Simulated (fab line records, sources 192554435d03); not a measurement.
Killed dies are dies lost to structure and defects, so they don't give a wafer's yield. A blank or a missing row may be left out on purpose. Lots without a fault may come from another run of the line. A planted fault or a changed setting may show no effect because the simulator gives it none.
Chamber matching | flow n5_finfet | N5_BEOL_M5_DESCUM_16 on rie_diel-06: 4 sister chambers
The step chemistry O2, time 7 s. 16 wafers are shown with their chamber, then 8 later ones without.

WAFERS WITH THEIR CHAMBER
wafer  | chamber | showerhead_plenum_p_Torr (Torr) | throttle_valve_pct (%) | oes_product_au (a.u.)
L074.1 | 0       | 2.20                            | 20.09                  | 0.83
L074.3 | 1       | 2.08                            | 20.50                  | 0.73
L074.5 | 1       | 2.08                            | 20.50                  | 0.73
L081.2 | 2       | 2.05                            | 20.03                  | 0.91
L081.3 | 0       | 2.20                            | 20.10                  | 0.81
L081.5 | 2       | 2.05                            | 20.03                  | 0.90
L090.1 | 0       | 2.19                            | 20.15                  | 0.80
L090.3 | 1       | 2.07                            | 20.55                  | 0.70
L090.6 | 3       | 2.06                            | 20.42                  | 0.71
L089.3 | 1       | 2.07                            | 20.57                  | 0.70
L089.5 | 0       | 2.19                            | 20.14                  | 0.79
L089.6 | 1       | 2.07                            | 20.58                  | 0.70
L091.1 | 2       | 2.04                            | 20.04                  | 0.85
L091.2 | 1       | 2.07                            | 20.56                  | 0.69
L091.3 | 0       | 2.19                            | 20.17                  | 0.78
L087.1 | 1       | 2.07                            | 20.56                  | 0.70

SIGNATURES (means of the wafers above)
reading                  | chamber 0 | chamber 1 | chamber 2 | chamber 3 | scatter within a chamber
showerhead_plenum_p_Torr | 2.1940    | 2.0729    | 2.0467    | 2.0600    | 0.00524
throttle_valve_pct       | 20.1300   | 20.5457   | 20.0333   | 20.4200   | 0.0303
oes_product_au           | 0.8020    | 0.7071    | 0.8867    | 0.7100    | 0.0206
Rule: a wafer's distance from a chamber is the root of the sum, over the readings, of the square of ((its reading less the chamber's mean) divided by the reading's scatter). The wafer belongs to the nearest chamber; if the next one is less than 2 further off, it can't be placed. The scatter: the root of (the sum of the squares of (reading less its chamber's mean) over the shown wafers, divided by (wafers less chambers)).

WAFERS WITHOUT THEIR CHAMBER
wafer  | showerhead_plenum_p_Torr (Torr) | throttle_valve_pct (%) | oes_product_au (a.u.)
L087.2 | 2.05                            | 20.43                  | 0.70
L087.3 | 2.04                            | 20.06                  | 0.84
L093.2 | 2.05                            | 20.41                  | 0.70
L093.3 | 2.07                            | 20.58                  | 0.68
L093.6 | 2.18                            | 20.16                  | 0.78
L086.3 | 2.04                            | 20.06                  | 0.84
L086.4 | 2.07                            | 20.59                  | 0.70
L086.5 | 2.18                            | 20.19                  | 0.79

WHICH CHAMBER EACH WENT THROUGH
wafer  | from the rows above | in truth
L087.2 | 3                   | 3
L087.3 | 2                   | 2
L093.2 | 3                   | 3
L093.3 | 1                   | 1
L093.6 | 0                   | 0
L086.3 | 2                   | 2
L086.4 | 1                   | 1
L086.5 | 0                   | 0
Placed correctly: 8 of 8. Can't be placed from these rows: 0. Placed wrongly: 0.
